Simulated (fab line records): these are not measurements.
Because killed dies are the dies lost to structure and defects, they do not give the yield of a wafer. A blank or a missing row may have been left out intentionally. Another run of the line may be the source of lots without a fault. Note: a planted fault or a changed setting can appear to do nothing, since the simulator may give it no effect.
Which tool is to blame? + flow n5Finfet + 14 lots, 42 wafers sampled, at 6 steps of a route of 1938

== WHAT THE GAUGES SHOWED, per wafer ==
N5_SD_EPI_N_CD_MEAS_09: target cd 120 nm. Usual: 119.2 nm for cdNm, sd 1.2.
| lot  | measured    | on       | cdNm (nm)         | flag |
|------|-------------|----------|-------------------|------|
| L859 | day 3 07:44 | cdSem-03 | 119.4 118.8 119.9 |      |
| L860 | day 3 16:35 | cdSem-02 | 119.8 120.1 120.0 |      |
| L861 | day 3 22:29 | cdSem-02 | 120.5 123.1 121.4 |      |
| L862 | day 4 01:02 | cdSem-01 | 118.3 117.7 119.1 |      |
| L865 | day 4 23:13 | cdSem-02 | 121.5 119.9 120.9 |      |
| L871 | day 6 10:53 | cdSem-02 | 60.0 62.0 61.3    | OFF  |
| L872 | day 6 13:47 | cdSem-03 | 68.6 68.0 67.7    | OFF  |
| L873 | day 6 18:41 | cdSem-01 | 120.6 120.1 120.2 |      |
| L874 | day 6 23:16 | cdSem-02 | 118.1 117.7 118.3 |      |
| L875 | day 7 05:05 | cdSem-01 | 117.8 118.0 117.2 |      |
| L876 | day 7 18:56 | cdSem-01 | 118.3 117.1 118.6 |      |
| L879 | day 8 14:29 | cdSem-01 | 119.3 118.0 119.1 |      |
| L880 | day 8 16:39 | cdSem-03 | 120.9 121.6 118.9 |      |
| L881 | day 8 19:14 | cdSem-01 | 117.6 118.1 119.2 |      |

N5_BEOL_M4_RC_MEAS_101. Usual: DIBL_N 36.4 mV/V, standard deviation 2; DIBL_P 36.1 mV/V, standard deviation 2.5; IOFF_N 0.16 nA/um, standard deviation 0.037; IOFF_P 0.20 nA/um, standard deviation 0.038; ION_N 670 uA/um, standard deviation 13; ION_P 459 uA/um, standard deviation 8.3; SS_N 71.6 mV/dec, standard deviation 0.69; SS_P 73.3 mV/dec, standard deviation 0.72; VT_N 250 mV, standard deviation 3.4; VT_P -251 mV, standard deviation 3.1.
| lot  | measured     | on        | DIBL_N (mV/V)  | DIBL_P (mV/V)  | IOFF_N (nA/um) | IOFF_P (nA/um) | ION_N (uA/um) | ION_P (uA/um) | SS_N (mV/dec)  | SS_P (mV/dec)  | VT_N (mV)   | VT_P (mV)      | flag |
|------|--------------|-----------|----------------|----------------|----------------|----------------|---------------|---------------|----------------|----------------|-------------|----------------|------|
| L859 | day 8 09:23  | prober-02 | 39.1 42.8 39.8 | 41.0 44.9 39.7 | 0.19 0.27 0.20 | 0.25 0.32 0.21 | 673 691 665   | 457 466 449   | 72.4 72.8 72.5 | 73.9 75.0 73.8 | 251 246 248 | -250 -248 -252 |      |
| L860 | day 8 06:40  | prober-01 | 35.9 36.8 33.4 | 36.2 37.7 33.5 | 0.15 0.17 0.12 | 0.18 0.21 0.15 | 662 678 659   | 449 462 454   | 71.2 71.3 70.8 | 73.6 73.8 73.1 | 251 250 251 | -252 -249 -253 |      |
| L861 | day 8 11:45  | prober-01 | 34.5 36.0 32.3 | 33.9 36.7 32.2 | 0.12 0.16 0.10 | 0.16 0.21 0.14 | 665 681 654   | 454 467 457   | 71.7 72.5 70.5 | 72.6 72.8 71.8 | 255 247 256 | -255 -249 -255 |      |
| L862 | day 8 22:14  | prober-01 | 34.4 32.4 35.2 | 35.5 31.9 36.7 | 0.13 0.10 0.15 | 0.21 0.16 0.22 | 640 650 673   | 448 450 462   | 71.0 69.9 70.7 | 73.1 72.2 72.9 | 254 256 248 | -250 -253 -248 |      |
| L865 | day 9 08:49  | prober-01 | 39.1 37.8 33.6 | 39.1 37.3 33.6 | 0.22 0.18 0.12 | 0.26 0.23 0.18 | 677 688 665   | 466 466 458   | 72.4 71.4 70.8 | 74.1 74.0 73.1 | 244 250 250 | -248 -249 -251 |      |
| L873 | day 11 10:58 | prober-02 | 39.1 34.5 38.9 | 39.9 33.9 38.1 | 0.23 0.13 0.21 | 0.28 0.17 0.23 | 689 662 670   | 468 451 459   | 72.3 71.2 72.5 | 74.1 72.6 73.4 | 244 250 247 | -245 -253 -250 |      |
| L874 | day 12 15:23 | prober-01 | 38.5 34.5 37.0 | 37.5 32.4 36.0 | 0.20 0.12 0.15 | 0.24 0.15 0.21 | 675 657 662   | 458 453 451   | 72.3 70.6 71.0 | 73.6 73.1 73.9 | 247 256 250 | -248 -257 -251 |      |
| L875 | day 12 07:19 | prober-02 | 37.8 38.4 37.0 | 36.1 36.1 35.6 | 0.15 0.17 0.15 | 0.22 0.22 0.22 | 676 679 685   | 467 465 476   | 72.1 72.0 71.7 | 73.2 73.1 73.2 | 249 250 249 | -249 -248 -250 |      |
| L876 | day 13 02:29 | prober-01 | 37.0 35.0 35.4 | 39.0 34.6 36.6 | 0.17 0.12 0.13 | 0.27 0.20 0.22 | 674 654 661   | 469 461 467   | 71.6 71.4 71.2 | 73.9 72.7 73.8 | 252 254 253 | -246 -250 -247 |      |
| L879 | day 13 12:19 | prober-02 | 35.4 37.1 35.8 | 36.3 36.9 36.5 | 0.14 0.15 0.14 | 0.18 0.18 0.18 | 678 657 663   | 464 441 458   | 70.8 71.9 71.3 | 73.9 73.3 73.5 | 252 253 250 | -254 -256 -256 |      |
| L880 | day 13 16:30 | prober-01 | 36.7 37.6 35.3 | 36.9 36.4 34.9 | 0.18 0.17 0.13 | 0.19 0.18 0.17 | 676 668 651   | 455 445 452   | 71.4 71.6 70.8 | 74.0 73.9 72.3 | 246 247 251 | -254 -255 -256 |      |
| L881 | day 14 01:40 | prober-01 | 36.2 37.2 38.3 | 36.3 37.4 38.5 | 0.15 0.18 0.20 | 0.22 0.22 0.26 | 688 674 703   | 473 459 484   | 71.5 72.4 71.7 | 73.5 74.0 73.7 | 248 249 243 | -250 -252 -248 |      |

== TOOL THAT RAN EACH LOT (tool first, then ch and the chambers of the sampled wafers, then the start) ==
| lot  | N5_DUMMY_GATE_TRIM_49          | N5_DUMMY_GATE_HM_OPEN_21         | N5_DUMMY_GATE_ETCH_23          | N5_SD_EPI_N_PEB_07              |
|------|--------------------------------|----------------------------------|--------------------------------|---------------------------------|
| L859 | rieSi-06 ch 0,1,2, day 3 05:39 | rieDiel-01 ch 0,2,3, day 3 05:56 | rieSi-01 ch 0,1,2, day 3 06:08 | lithoTrack-01 ch 0, day 3 07:40 |
| L860 | rieSi-04 ch 1,2, day 3 14:20   | rieDiel-01 ch 1,2,3, day 3 14:39 | rieSi-06 ch 1,3, day 3 14:50   | lithoTrack-01 ch 0, day 3 16:31 |
| L861 | rieSi-04 ch 0,1,2, day 3 19:11 | rieDiel-03 ch 0,1,3, day 3 19:32 | rieSi-06 ch 0,1,3, day 3 19:44 | lithoTrack-04 ch 0, day 3 22:25 |
| L862 | rieSi-04 ch 0,1,2, day 3 23:02 | rieDiel-01 ch 2,3, day 3 23:22   | rieSi-04 ch 1,2, day 3 23:34   | lithoTrack-03 ch 0, day 4 00:58 |
| L865 | rieSi-04 ch 0,1,3, day 4 18:12 | rieDiel-03 ch 2,3, day 4 18:29   | rieSi-04 ch 0,1,3, day 4 18:41 | lithoTrack-04 ch 0, day 4 23:10 |
| L871 | rieSi-01 ch 0,1,2, day 6 08:54 | rieDiel-06 ch 1,2,3, day 6 09:11 | rieSi-01 ch 0,1,3, day 6 09:22 | lithoTrack-01 ch 0, day 6 10:49 |
| L872 | rieSi-01 ch 0,1,2, day 6 11:47 | rieDiel-06 ch 0,2,3, day 6 12:05 | rieSi-06 ch 0,1,3, day 6 12:16 | lithoTrack-01 ch 0, day 6 13:43 |
| L873 | rieSi-04 ch 0,1,3, day 6 16:38 | rieDiel-01 ch 0,1,2, day 6 17:09 | rieSi-04 ch 0,1,3, day 6 17:20 | lithoTrack-04 ch 0, day 6 18:37 |
| L874 | rieSi-06 ch 0,2,3, day 6 21:05 | rieDiel-03 ch 0,1, day 6 21:27   | rieSi-04 ch 0,3, day 6 21:39   | lithoTrack-03 ch 0, day 6 23:11 |
| L875 | rieSi-06 ch 1,2,3, day 7 03:15 | rieDiel-06 ch 0,1,3, day 7 03:34 | rieSi-01 ch 0,2, day 7 03:45   | lithoTrack-03 ch 0, day 7 05:01 |
| L876 | rieSi-01 ch 2,3, day 7 17:00   | rieDiel-03 ch 0,2, day 7 17:17   | rieSi-01 ch 0,3, day 7 17:29   | lithoTrack-03 ch 0, day 7 18:52 |
| L879 | rieSi-01 ch 2,3, day 8 11:20   | rieDiel-03 ch 1,2, day 8 11:37   | rieSi-06 ch 1,2, day 8 11:49   | lithoTrack-03 ch 0, day 8 14:25 |
| L880 | rieSi-04 ch 0,2,3, day 8 14:43 | rieDiel-06 ch 0,1, day 8 15:00   | rieSi-01 ch 0,2, day 8 15:12   | lithoTrack-04 ch 0, day 8 16:35 |
| L881 | rieSi-04 ch 1,3, day 8 15:21   | rieDiel-06 ch 1,2,3, day 8 15:41 | rieSi-01 ch 0,1,2, day 8 15:52 | lithoTrack-03 ch 0, day 8 19:10 |
- N5_DUMMY_GATE_TRIM_49: chemistry O2, time 29 s, target cd 14 nm.
- N5_DUMMY_GATE_HM_OPEN_21: chemistry CH3F/O2, target SiNx, target depth 120 nm, time 171.4 s.
- N5_DUMMY_GATE_ETCH_23: etches poly-Si in HBr/Cl2/O2, target depth 41 nm, time 22.3 s.
- N5_SD_EPI_N_PEB_07: peb time 60 s.

== AS READ BY THE TOOLS THEMSELVES (means over the sampled wafers that have a number; for cases with no such wafer, the mark the record gives instead) ==
N5_DUMMY_GATE_TRIM_49. Usual: drypumpMotorCurrentA 5.7 A, standard deviation 0.46; oesProductAu 0.985 a.u., standard deviation 0.016; throttleValvePct 8.17 %, standard deviation 0.18.
| lot  | tool     | drypumpMotorCurrentA (A) | oesProductAu (a.u.) | throttleValvePct (%) | flag |
|------|----------|--------------------------|---------------------|----------------------|------|
| L859 | rieSi-06 | 5.8                      | 0.974               | 8.23                 |      |
| L860 | rieSi-04 | 5.8                      | 0.983               | 8.16                 |      |
| L861 | rieSi-04 | 5.8                      | 0.970               | 8.26                 |      |
| L862 | rieSi-04 | 5.8                      | 0.989               | 8.26                 |      |
| L865 | rieSi-04 | 5.5                      | 0.987               | 8.34                 |      |
| L871 | rieSi-01 | 5.3                      | 0.967               | 8.03                 |      |
| L872 | rieSi-01 | 5.3                      | 0.981               | 8.02                 |      |
| L873 | rieSi-04 | 5.5                      | 0.985               | 8.33                 |      |
| L874 | rieSi-06 | 5.8                      | 0.987               | 8.11                 |      |
| L875 | rieSi-06 | 5.9                      | 0.994               | 8.20                 |      |
| L876 | rieSi-01 | 5.8                      | 0.967               | 8.03                 |      |
| L879 | rieSi-01 | 5.8                      | 0.985               | 7.99                 |      |
| L880 | rieSi-04 | 5.9                      | 0.994               | 8.32                 |      |
| L881 | rieSi-04 | 5.5                      | 0.982               | 8.26                 |      |

N5_DUMMY_GATE_HM_OPEN_21. Usual: drypumpMotorCurrentA 5.9 A, standard deviation 0.46; oesProductAu 0.76 a.u., standard deviation 0.058; rfVppV 299 V, standard deviation 9.4; showerheadPlenumPTorr 2.02 Torr, standard deviation 0.08; throttleValvePct 16.58 %, standard deviation 0.27.
| lot  | tool       | drypumpMotorCurrentA (A) | oesProductAu (a.u.) | rfVppV (V) | showerheadPlenumPTorr (Torr) | throttleValvePct (%) | flag |
|------|------------|--------------------------|---------------------|------------|------------------------------|----------------------|------|
| L859 | rieDiel-01 | 5.4                      | 0.76                | 297        | 2.06                         | 16.66                |      |
| L860 | rieDiel-01 | 5.4                      | 0.76                | 299        | 2.08                         | 16.71                |      |
| L861 | rieDiel-03 | 6.1                      | 0.77                | 298        | 2.01                         | 16.57                |      |
| L862 | rieDiel-01 | 5.4                      | 0.78                | 298        | 2.06                         | 16.66                |      |
| L865 | rieDiel-03 | 6.1                      | 0.73                | 312        | 2.05                         | 16.45                |      |
| L871 | rieDiel-06 | 6.0                      | 0.80                | 296        | 2.01                         | 16.53                |      |
| L872 | rieDiel-06 | 6.0                      | 0.76                | 290        | 1.94                         | 16.47                |      |
| L873 | rieDiel-01 | 5.5                      | 0.71                | 297        | 2.07                         | 16.75                |      |
| L874 | rieDiel-03 | 6.4                      | 0.71                | 298        | 1.99                         | 16.80                |      |
| L875 | rieDiel-06 | 6.3                      | 0.81                | 292        | 1.99                         | 16.28                |      |
| L876 | rieDiel-03 | 5.9                      | 0.73                | 310        | 2.09                         | 16.73                |      |
| L879 | rieDiel-03 | 6.6                      | 0.69                | 303        | 1.98                         | 16.76                |      |
| L880 | rieDiel-06 | 6.5                      | 0.79                | 292        | 2.00                         | 16.29                |      |
| L881 | rieDiel-06 | 6.0                      | 0.78                | 296        | 2.00                         | 16.56                |      |

N5_DUMMY_GATE_ETCH_23. Usual: drypumpMotorCurrentA 5.7 A, standard deviation 0.46; oesProductAu 0.982 a.u., standard deviation 0.019; throttleValvePct 37.4 %, standard deviation 0.36.
| lot  | tool     | drypumpMotorCurrentA (A) | oesProductAu (a.u.) | throttleValvePct (%) | flag |
|------|----------|--------------------------|---------------------|----------------------|------|
| L859 | rieSi-01 | 5.3                      | 0.985               | 37.0                 |      |
| L860 | rieSi-06 | 6.3                      | 1.000               | 37.9                 |      |
| L861 | rieSi-06 | 6.2                      | 0.986               | 37.6                 |      |
| L862 | rieSi-04 | 6.2                      | 0.990               | 37.7                 |      |
| L865 | rieSi-04 | 5.5                      | 0.974               | 37.2                 |      |
| L871 | rieSi-01 | 5.3                      | 0.976               | 37.2                 |      |
| L872 | rieSi-06 | 6.1                      | 0.991               | 37.6                 |      |
| L873 | rieSi-04 | 5.6                      | 0.982               | 37.3                 |      |
| L874 | rieSi-04 | 5.6                      | 0.982               | 37.3                 |      |
| L875 | rieSi-01 | 5.5                      | 0.969               | 37.0                 |      |
| L876 | rieSi-01 | 5.5                      | 0.978               | 37.4                 |      |
| L879 | rieSi-06 | 5.6                      | 0.996               | 37.6                 |      |
| L880 | rieSi-01 | 5.2                      | 0.982               | 37.1                 |      |
| L881 | rieSi-01 | 5.3                      | 0.974               | 37.0                 |      |

N5_SD_EPI_N_PEB_07. Usual: 175.1 W for heaterPowerTotalW, sd 1.6.
| lot  | tool          | heaterPowerTotalW (W) | flag |
|------|---------------|-----------------------|------|
| L859 | lithoTrack-01 | 176.3                 |      |
| L860 | lithoTrack-01 | 176.9                 |      |
| L861 | lithoTrack-04 | 175.6                 |      |
| L862 | lithoTrack-03 | 175.2                 |      |
| L865 | lithoTrack-04 | 176.1                 |      |
| L871 | lithoTrack-01 | 369.0                 | OFF  |
| L872 | lithoTrack-01 | 367.4                 | OFF  |
| L873 | lithoTrack-04 | 174.6                 |      |
| L874 | lithoTrack-03 | 176.4                 |      |
| L875 | lithoTrack-03 | 174.6                 |      |
| L876 | lithoTrack-03 | 175.0                 |      |
| L879 | lithoTrack-03 | 175.5                 |      |
| L880 | lithoTrack-04 | 176.4                 |      |
| L881 | lithoTrack-03 | 176.1                 |      |

== THE ANSWER, worked out from the rows above alone ==
Rule: a lot counts as off when the mean over its wafers that have a number is more than 3 standard deviations away from the usual mean. A lot without any number at a reading at which 4 lots or more have one is off too. All remaining lots with rows at the step are treated as sound. First the gauges in route order, then the tools' own readings, where a lot's mean is used as printed above. The first step at which some lot is off is used, and at that step the reading that is off furthest; a lot without a number counts as furthest.
Off at N5_SD_EPI_N_CD_MEAS_09 (cdNm): L871, L872.
If a tool, at a process step before that reading, ran all the lots that are off and no sound lot after the first of them, it fits. The gauges at N5_SD_EPI_N_CD_MEAS_09 aren't tried: what is off there is off at N5_SD_EPI_N_PEB_07 too, on other tools, and a gauge's error can't cause that. One fits: lithoTrack-01 at N5_SD_EPI_N_PEB_07. A fault onset in the window from L860 (day 3 16:31, its last sound lot) to L871 (day 6 10:49, its first lot off) fits.
The tool's own readings at N5_SD_EPI_N_PEB_07 bear it out: on the lots that are off they differ by more than 5 times the standard deviation of the sound lots' means. heaterPowerTotalW reads 368.2 W there against 175.7 W on the sound lots.

== WHAT THE SIMULATOR HAD INSERTED ==
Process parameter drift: lithoTrack-01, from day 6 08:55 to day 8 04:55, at N5_SD_EPI_N_PEB_07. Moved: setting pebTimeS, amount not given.
Struck lots among those shown: L871, L872. Same finding as the rule above.
